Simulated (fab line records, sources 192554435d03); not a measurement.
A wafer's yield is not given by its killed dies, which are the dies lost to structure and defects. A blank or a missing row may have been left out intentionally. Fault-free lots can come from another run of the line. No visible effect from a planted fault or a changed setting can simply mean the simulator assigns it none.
fab line records	flow n5Finfet	part 1 of 2: steps 1 to 5 of 6
[record] lots = 17	wafers = 51	lastDay = 19
route steps=1938 shown BEOL_M14@1761 BEOL_M15@1788
lots that met no fault: from a run of the same line without faults
startH: hours from the record's first day to the start of the lot's first wafer shown	waitH: hours elapsed since this lot's preceding step	" as in the row above	L1.1+2: a row that stands for several wafers	- no value, or no start was given	* or withheld: withheld	< > ~ a bound
route shown NAME@n: NAME is a module with steps in the file, n the number in the route of the first one	usual: the fault-free wafers' mean and standard deviation	same: alike in all rows	chamber/n: place in a boat	sites: per-site readings	_std_site: how widely they spread, as a standard deviation	_edge_site: inner sites' mean taken away from outer sites' mean	radiusMm: how far each site lies from the wafer's centre	mask NAME#n: copy n	behind: the most recent tool/chamber to have shaped the wafer	hold: the reason the lot was held/the length of the hold in hours/how it ended	device: the transistor (n, p or np) that didn't switch	end of line: tests run on the same wafers once the route is complete	where a step has no rows: the recipe by itself	killed: at the first sort, the dies lost to defects and structure; wafer yield is something else	map: shows each die of a wafer: x if killed, . if not, _ if none is there
set.NAME: the setting as run; set.NAME@STEP: as run at that earlier step	model.NAME: the simulator's own value behind a step, which no gauge read
route steps across a sampled set of lots; one table per step, one row per wafer
services: the hour from which a tool's chamber was out of use, counted from the record's first day as startH (under 0 if before that day), plus the number of hours and why
[[steps]]
[step N5_BEOL_M14_PRE_CLEAN_42]
[recipe] gas = H2/He	timeS = 30	tempC = 300
[usual] heaterPowerW = 471/29
lot.wafer	tool	chamber	startH	waitH	heaterPowerW
L076.2	pvdSputter-01	-	283.18	0.0	441
L076.3	"	-	"	"	458
L076.6	"	-	"	"	467
L077.2	pvdSputter-02	-	287.56	0.0	476
L077.3	"	-	"	"	471
L077.4	"	-	"	"	529
L075.1	pvdSputter-01	-	292.53	0.0	449
L075.4	"	-	"	"	469
L075.6	"	-	"	"	440
L078.1	pvdSputter-01	-	311.97	0.0	441
L078.3	"	-	"	"	483
L078.6	"	-	"	"	468
L080.1	pvdSputter-03	-	312.04	0.0	516
L080.3	"	-	"	"	524
L080.4	"	-	"	"	452
L079.2	pvdSputter-01	-	321.06	0.0	455
L079.3	"	-	"	"	461
L079.5	"	-	"	"	484
L082.1	pvdSputter-02	-	327.14	0.0	423
L082.3	"	-	"	"	463
L082.6	"	-	"	"	468
L083.1	pvdSputter-03	-	341.99	0.0	449
L083.2	"	-	"	"	520
L083.3	"	-	"	"	445
L087.1	pvdSputter-02	-	357.90	0.0	473
L087.4	"	-	"	"	426
L087.5	"	-	"	"	427
L086.1	pvdSputter-03	-	362.09	0.0	524
L086.4	"	-	"	"	442
L086.5	"	-	"	"	518
L089.2	pvdSputter-02	-	384.68	0.0	471
L089.3	"	-	"	"	433
L089.5	"	-	"	"	460
L090.1	pvdSputter-03	-	394.92	0.0	455
L090.3	"	-	"	"	513
L090.6	"	-	"	"	512
L088.3	pvdSputter-01	-	397.86	0.0	479
L088.5	"	-	"	"	470
L088.6	"	-	"	"	467
L094.3	pvdSputter-01	-	409.56	0.0	459
L094.5	"	-	"	"	465
L094.6	"	-	"	"	455
L093.1	pvdSputter-01	-	410.12	0.0	483
L093.3	"	-	"	"	475
L093.5	"	-	"	"	481
L095.2	pvdSputter-02	-	413.59	0.0	452
L095.4	"	-	"	"	431
L095.5	"	-	"	"	458
L096.3	pvdSputter-01	-	430.05	0.0	454
L096.4	"	-	"	"	449
L096.5	"	-	"	"	480
[step N5_BEOL_M15_VIA_ETCH_16]
[recipe] chemistry = C4F8/O2/Ar	target = SiO2	heInnerTorr = 15	heOuterTorr = 30	targetDepthA = 17922	timeS = withheld	ionEnergyEv = 800	pressureMtorr = 20	sourceW = 1905	biasW = 2040	Ar_flow_sccm = 400	C4F8_flow_sccm = 16	O2_flow_sccm = 12	ends = cleared
[usual] drypumpMotorCurrentA = 5.9/0.35	heInnerTorr = 14.991/0.028	oes_o_777_au = 0.81/0.083	oesProductAu = 0.73/0.076	rfVppV = 2234/35	showerheadPlenumPTorr = 3.47/0.084	throttleValvePct = 30.91/0.21
lot.wafer	tool	chamber	startH	waitH	drypumpMotorCurrentA	heInnerTorr	oes_o_777_au	oesProductAu	rfVppV	showerheadPlenumPTorr	throttleValvePct
L076.2	rieDiel-01	1	286.24	0.0	5.8	15.006	0.92	0.79	2144	3.53	31.04
L076.3	"	0	"	"	6.3	14.958	0.81	0.73	2276	3.48	31.17
L076.6	"	0	"	"	6.4	15.014	0.80	0.74	2275	3.48	31.18
L077.2	rieDiel-01	0	289.84	0.0	6.3	14.993	0.80	0.73	2277	3.48	31.20
L077.3	"	3	"	"	5.8	14.965	0.83	0.74	2246	3.47	30.94
L077.4	"	1	"	"	5.8	15.010	0.91	0.80	2145	3.53	31.04
L075.1	rieDiel-02	1	294.95	0.0	5.7	14.999	0.84	0.78	2245	3.52	31.00
L075.4	"	3	"	"	6.2	14.959	0.86	0.77	2190	3.60	30.80
L075.6	"	0	"	"	5.5	15.046	0.69	0.65	2242	3.52	31.29
L078.1	rieDiel-05	3	313.99	0.0	5.8	14.974	0.92	0.83	2251	3.49	30.77
L078.3	"	2	"	"	5.1	15.011	0.73	0.65	2222	3.29	30.88
L078.6	"	3	"	"	5.8	15.018	0.93	0.83	2251	3.49	30.78
L080.1	rieDiel-05	3	314.40	0.0	5.8	14.958	0.92	0.82	2250	3.49	30.77
L080.3	"	1	"	"	6.1	14.992	0.74	0.65	2279	3.40	30.76
L080.4	"	1	"	"	6.0	15.019	0.74	0.65	2278	3.40	30.75
L079.2	rieDiel-02	3	323.08	0.0	6.2	15.004	0.85	0.75	2191	3.60	30.81
L079.3	"	1	"	"	5.7	14.985	0.82	0.76	2247	3.52	30.98
L079.5	"	3	"	"	6.2	14.981	0.85	0.76	2189	3.60	30.80
L082.1	rieDiel-01	3	329.26	0.0	5.9	14.930	0.81	0.73	2247	3.47	30.96
L082.3	"	2	"	"	5.8	15.024	0.90	0.81	2233	3.60	30.63
L082.6	"	0	"	"	6.4	15.012	0.79	0.72	2275	3.47	31.18
L083.1	rieDiel-05	2	344.13	0.0	5.0	15.003	0.73	0.64	2223	3.29	30.92
L083.2	"	1	"	"	6.0	14.994	0.73	0.65	2278	3.40	30.77
L083.3	"	0	"	"	6.1	14.970	0.96	0.88	2230	3.52	30.85
L087.1	rieDiel-05	2	360.44	0.0	5.0	15.010	0.72	0.64	2223	3.29	30.89
L087.4	"	3	"	"	5.8	14.977	0.89	0.80	2250	3.48	30.80
L087.5	"	3	"	"	5.8	14.988	0.89	0.80	2249	3.48	30.80
L086.1	rieDiel-02	0	364.24	0.0	5.5	14.957	0.68	0.64	2240	3.51	31.31
L086.4	"	1	"	"	5.7	15.022	0.81	0.76	2244	3.51	31.02
L086.5	"	0	"	"	5.5	14.982	0.68	0.64	2238	3.51	31.32
L089.2	rieDiel-01	0	387.56	0.0	6.3	15.009	0.76	0.70	2275	3.46	31.23
L089.3	"	2	"	"	5.8	14.976	0.88	0.79	2231	3.59	30.63
L089.5	"	1	"	"	5.8	14.999	0.86	0.76	2144	3.51	31.08
L090.1	rieDiel-01	1	397.26	0.0	5.8	14.989	0.86	0.75	2143	3.51	31.06
L090.3	"	2	"	"	5.8	14.982	0.86	0.79	2233	3.59	30.64
L090.6	"	3	"	"	5.9	15.006	0.80	0.71	2244	3.46	30.97
L088.3	rieDiel-02	2	400.26	0.0	6.2	15.025	0.87	0.81	2228	3.36	30.45
L088.5	"	1	"	"	5.7	15.047	0.79	0.74	2245	3.50	31.02
L088.6	"	0	"	"	5.5	14.966	0.68	0.62	2238	3.51	31.33
L094.3	rieDiel-05	1	412.07	0.0	6.0	15.012	0.71	0.63	2277	3.39	30.77
L094.5	"	1	"	"	6.0	15.031	0.71	0.64	2277	3.39	30.79
L094.6	"	0	"	"	6.1	15.044	0.90	0.82	2228	3.51	30.87
L093.1	rieDiel-01	3	412.49	0.0	5.8	15.024	0.80	0.71	2243	3.45	30.97
L093.3	"	0	"	"	6.3	14.960	0.76	0.70	2274	3.46	31.23
L093.5	"	3	"	"	5.8	15.002	0.80	0.72	2243	3.45	31.00
L095.2	rieDiel-01	2	415.78	0.0	5.9	14.946	0.86	0.78	2233	3.59	30.64
L095.4	"	0	"	"	6.3	15.001	0.76	0.70	2275	3.46	31.21
L095.5	"	0	"	"	6.3	14.945	0.76	0.70	2275	3.46	31.23
L096.3	rieDiel-05	0	432.66	0.1	6.1	14.988	0.89	0.81	2227	3.51	30.86
L096.4	"	1	"	"	6.0	15.009	0.71	0.62	2277	3.38	30.79
L096.5	"	1	"	"	6.0	15.013	0.70	0.63	2277	3.38	30.80
[step N5_BEOL_M15_OVL_MEAS_29]
[recipe] pointsPerWafer = 44
[usual] M15_OVL = -1/4.8
lot.wafer	tool	chamber	startH	waitH	M15_OVL[nm]
L076.2	overlay-02	0	288.08	0.0	6
L076.3	"	0	"	"	4
L076.6	"	0	"	"	5
L077.2	overlay-01	0	291.16	0.0	-12
L077.3	"	0	"	"	3
L077.4	"	0	"	"	-3
L075.1	overlay-01	0	296.43	0.0	-4
L075.4	"	0	"	"	-2
L075.6	"	0	"	"	-6
L078.1	overlay-01	0	315.51	0.0	-2
L078.3	"	0	"	"	2
L078.6	"	0	"	"	1
L080.1	overlay-02	0	315.85	0.0	0
L080.3	"	0	"	"	-7
L080.4	"	0	"	"	-1
L079.2	overlay-01	0	324.45	0.0	5
L079.3	"	0	"	"	-2
L079.5	"	0	"	"	-3
L082.1	overlay-01	0	330.71	0.0	3
L082.3	"	0	"	"	3
L082.6	"	0	"	"	-1
L083.1	overlay-01	0	345.57	0.0	-6
L083.2	"	0	"	"	-7
L083.3	"	0	"	"	-6
L087.1	overlay-01	0	361.88	0.0	-6
L087.4	"	0	"	"	-1
L087.5	"	0	"	"	6
L086.1	overlay-02	0	365.68	0.0	2
L086.4	"	0	"	"	-8
L086.5	"	0	"	"	-2
L089.2	overlay-01	0	388.87	0.0	3
L089.3	"	0	"	"	0
L089.5	"	0	"	"	4
L090.1	overlay-02	0	398.70	0.0	1
L090.3	"	0	"	"	1
L090.6	"	0	"	"	-3
L088.3	overlay-01	0	401.58	0.0	-4
L088.5	"	0	"	"	-5
L088.6	"	0	"	"	-4
L094.3	overlay-01	0	413.40	0.0	-7
L094.5	"	0	"	"	-8
L094.6	"	0	"	"	4
L093.1	overlay-01	0	413.90	0.0	1
L093.3	"	0	"	"	2
L093.5	"	0	"	"	-4
L095.2	overlay-01	0	417.16	0.0	-4
L095.4	"	0	"	"	-4
L095.5	"	0	"	"	4
L096.3	overlay-02	0	434.01	0.0	-4
L096.4	"	0	"	"	-2
L096.5	"	0	"	"	-4
[step N5_BEOL_M15_DEGAS_41]
[recipe] ambient = vacuum	tempC = 300	timeS = 60
[usual] heaterPowerW = 472/31
lot.wafer	tool	chamber	startH	waitH	heaterPowerW
L076.2	pvdSputter-02	-	292.59	0.0	468
L076.3	"	-	"	"	445
L076.6	"	-	"	"	514
L077.2	pvdSputter-02	-	293.49	0.0	427
L077.3	"	-	"	"	470
L077.4	"	-	"	"	525
L075.1	pvdSputter-02	-	298.92	0.3	423
L075.4	"	-	"	"	454
L075.6	"	-	"	"	463
L078.1	pvdSputter-01	-	318.42	0.5	453
L078.3	"	-	"	"	474
L078.6	"	-	"	"	454
L080.1	pvdSputter-03	-	322.01	0.3	454
L080.3	"	-	"	"	506
L080.4	"	-	"	"	452
L079.2	pvdSputter-01	-	327.08	0.4	472
L079.3	"	-	"	"	455
L079.5	"	-	"	"	459
L082.1	pvdSputter-03	-	332.80	0.2	440
L082.3	"	-	"	"	511
L082.6	"	-	"	"	518
L083.1	pvdSputter-02	-	346.92	0.4	469
L083.2	"	-	"	"	461
L083.3	"	-	"	"	512
L087.1	pvdSputter-01	-	366.99	0.1	452
L087.4	"	-	"	"	475
L087.5	"	-	"	"	450
L086.1	pvdSputter-02	-	367.37	0.3	520
L086.4	"	-	"	"	448
L086.5	"	-	"	"	479
L089.2	pvdSputter-02	-	394.51	0.3	428
L089.3	"	-	"	"	452
L089.5	"	-	"	"	436
L090.1	pvdSputter-02	-	403.05	0.3	434
L090.3	"	-	"	"	516
L090.6	"	-	"	"	538
L088.3	pvdSputter-01	-	403.48	0.2	451
L088.5	"	-	"	"	436
L088.6	"	-	"	"	455
L094.3	pvdSputter-01	-	418.28	1.8	459
L094.5	"	-	"	"	454
L094.6	"	-	"	"	450
L093.1	pvdSputter-03	-	418.93	0.2	453
L093.3	"	-	"	"	446
L093.5	"	-	"	"	515
L095.2	pvdSputter-01	-	422.96	0.7	477
L095.4	"	-	"	"	469
L095.5	"	-	"	"	451
L096.3	pvdSputter-03	-	435.36	0.3	519
L096.4	"	-	"	"	443
L096.5	"	-	"	"	453
[step N5_BEOL_M15_PRE_CLEAN_42]
[recipe] gas = H2/He	timeS = 30	tempC = 300
[usual] heaterPowerW = 472/31
lot.wafer	tool	chamber	startH	waitH	heaterPowerW
L076.2	pvdSputter-02	-	292.63	0.0	459
L076.3	"	-	"	"	434
L076.6	"	-	"	"	511
L077.2	pvdSputter-02	-	293.53	0.0	429
L077.3	"	-	"	"	468
L077.4	"	-	"	"	521
L075.1	pvdSputter-02	-	298.96	0.0	427
L075.4	"	-	"	"	471
L075.6	"	-	"	"	462
L078.1	pvdSputter-01	-	318.46	0.0	460
L078.3	"	-	"	"	483
L078.6	"	-	"	"	460
L080.1	pvdSputter-03	-	322.05	0.0	447
L080.3	"	-	"	"	507
L080.4	"	-	"	"	445
L079.2	pvdSputter-01	-	327.12	0.0	465
L079.3	"	-	"	"	461
L079.5	"	-	"	"	460
L082.1	pvdSputter-03	-	332.84	0.0	432
L082.3	"	-	"	"	516
L082.6	"	-	"	"	518
L083.1	pvdSputter-02	-	346.96	0.0	459
L083.2	"	-	"	"	479
L083.3	"	-	"	"	530
L087.1	pvdSputter-01	-	367.03	0.0	442
L087.4	"	-	"	"	464
L087.5	"	-	"	"	465
L086.1	pvdSputter-02	-	367.41	0.0	516
L086.4	"	-	"	"	461
L086.5	"	-	"	"	468
L089.2	pvdSputter-02	-	394.55	0.0	435
L089.3	"	-	"	"	457
L089.5	"	-	"	"	436
L090.1	pvdSputter-02	-	403.09	0.0	420
L090.3	"	-	"	"	522
L090.6	"	-	"	"	505
L088.3	pvdSputter-01	-	403.52	0.0	456
L088.5	"	-	"	"	452
L088.6	"	-	"	"	460
L094.3	pvdSputter-01	-	418.32	0.0	457
L094.5	"	-	"	"	424
L094.6	"	-	"	"	459
L093.1	pvdSputter-03	-	418.97	0.0	447
L093.3	"	-	"	"	449
L093.5	"	-	"	"	507
L095.2	pvdSputter-01	-	423.00	0.0	469
L095.4	"	-	"	"	456
L095.5	"	-	"	"	461
L096.3	pvdSputter-03	-	435.40	0.0	509
L096.4	"	-	"	"	437
L096.5	"	-	"	"	456
